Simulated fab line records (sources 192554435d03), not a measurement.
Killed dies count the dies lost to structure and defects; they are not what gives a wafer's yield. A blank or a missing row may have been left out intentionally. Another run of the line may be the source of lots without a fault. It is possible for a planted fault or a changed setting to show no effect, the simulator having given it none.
Chamber matching	flow n5 finfet	N5_HKMG_FIN_ETCH_86 on rie diel-03: 4 sister chambers
The step etches SOC in N2/H2, stops on TiN, target depth 393.2 nm. 18 wafers are shown with their chamber, then 9 later ones without.

## EACH WAFER AND ITS CHAMBER
wafer	chamber	drypump motor current A (A)	throttle valve pct (%)	oes product au (a.u.)
L074.2	2	5.2	17.84	0.73
L074.3	0	5.0	17.44	0.92
L074.5	1	5.8	17.60	0.72
L081.1	0	5.0	17.46	0.88
L081.2	3	4.9	18.02	0.68
L081.4	1	5.8	17.64	0.71
L084.2	0	5.0	17.48	0.86
L084.4	0	5.0	17.46	0.87
L084.6	1	5.8	17.63	0.70
L085.3	0	5.0	17.49	0.87
L085.5	1	5.8	17.64	0.71
L085.6	0	5.0	17.48	0.85
L087.4	2	5.2	17.87	0.71
L087.5	1	5.8	17.67	0.70
L087.6	2	5.2	17.88	0.71
L089.1	0	5.0	17.50	0.84
L089.3	3	4.8	17.54	0.95
L089.5	2	5.3	17.89	0.71

SIGNATURES (means of the wafers above)
reading	chamber 0	chamber 1	chamber 2	chamber 3	scatter within a chamber
drypump motor current A	5.000	5.800	5.225	4.850	0.0299
throttle valve pct	17.4729	17.6360	17.8700	17.7800	0.0932
oes product au	0.8700	0.7080	0.7150	0.8150	0.0541
Rule: for a wafer and a chamber, the distance is found by dividing, reading by reading, the gap between the wafer's reading and the chamber's mean by the reading's scatter, squaring, summing and taking the root. If the next closest chamber is less than 2 further off than the closest, the wafer can't be placed; otherwise it belongs to the closest. How the scatter is found: for the shown wafers, subtract from each reading the mean of its chamber, square and add these, divide the total by (wafers less chambers), then take the root.

## WAFERS WHOSE CHAMBER IS MISSING
wafer	drypump motor current A (A)	throttle valve pct (%)	oes product au (a.u.)
L090.1	4.9	17.55	0.94
L090.2	5.3	17.89	0.71
L090.4	5.0	17.52	0.85
L096.3	5.0	17.53	0.83
L096.5	5.8	17.68	0.69
L096.6	5.2	17.91	0.70
L097.1	4.9	17.58	0.90
L097.3	5.3	17.92	0.70
L097.5	5.0	17.53	0.82

## CHAMBER TAKEN BY EACH
wafer	from the rows above	in truth
L090.1	can't be placed: 0 or 3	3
L090.2	2	2
L090.4	0	0
L096.3	0	0
L096.5	1	1
L096.6	2	2
L097.1	can't be placed: 3 or 0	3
L097.3	2	2
L097.5	0	0
Correct placement for 7 of the 9. Can't be placed from these rows: 2 (the true chamber is among the candidates in 2). 0 placed wrongly.
